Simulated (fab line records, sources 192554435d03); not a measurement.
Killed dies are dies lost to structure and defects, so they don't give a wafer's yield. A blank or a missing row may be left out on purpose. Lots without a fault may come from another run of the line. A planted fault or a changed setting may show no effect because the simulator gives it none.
Chamber matching | flow n5_finfet | N5_FIN_SAQP_SPACER1_ALD_24 on ald_sin-04: 4 sister chambers
The step deposits SiO2, target thk 20.3 nm, pulse time 1 s, purge time 2 s. 8 wafers are shown with their chamber, then 10 later ones without.

WAFERS WITH THEIR CHAMBER
wafer  | chamber | heater_power_w (W) | chamber_pressure_Torr (Torr)
L075.3 | 3       | 452                | 2.000
L075.5 | 3       | 445                | 2.001
L085.6 | 0       | 368                | 2.006
L088.1 | 0       | 361                | 1.998
L088.3 | 1       | 458                | 2.003
L088.4 | 2       | 420                | 2.001
L091.3 | 1       | 456                | 1.991
L091.5 | 2       | 419                | 1.997

WAFERS WITHOUT THEIR CHAMBER
wafer  | heater_power_w (W) | chamber_pressure_Torr (Torr)
L091.6 | 444                | 1.999
L094.3 | 454                | 1.995
L094.5 | 456                | 2.006
L094.6 | 425                | 1.999
L095.1 | 460                | 1.996
L095.3 | 452                | 1.999
L095.6 | 468                | 2.005
L097.1 | 445                | 2.001
L097.3 | 366                | 2.004
L097.6 | 428                | 1.997

WHICH CHAMBER EACH WENT THROUGH
wafer  | from the rows above     | in truth
L091.6 | 3                       | 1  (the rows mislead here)
L094.3 | can't be placed: 1 or 3 | 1
L094.5 | can't be placed: 1 or 3 | 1
L094.6 | 2                       | 2
L095.1 | 1                       | 1
L095.3 | can't be placed: 3 or 1 | 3
L095.6 | 1                       | 1
L097.1 | 3                       | 3
L097.3 | 0                       | 0
L097.6 | 2                       | 2
Placed correctly: 6 of 10. Can't be placed from these rows: 3 (the true chamber is among the candidates in 3). Placed wrongly: 1.
How it was worked out, from the rows above alone: a wafer's distance from a chamber is the root of the sum, over the readings, of the square of ((its reading less the chamber's mean) divided by the reading's scatter). The wafer belongs to the nearest chamber; if the next one is less than 2 further off, it can't be placed. A chamber's mean is the mean of its shown wafers. The scatter: the root of (the sum of the squares of (reading less its chamber's mean) over the shown wafers, divided by (wafers less chambers)).
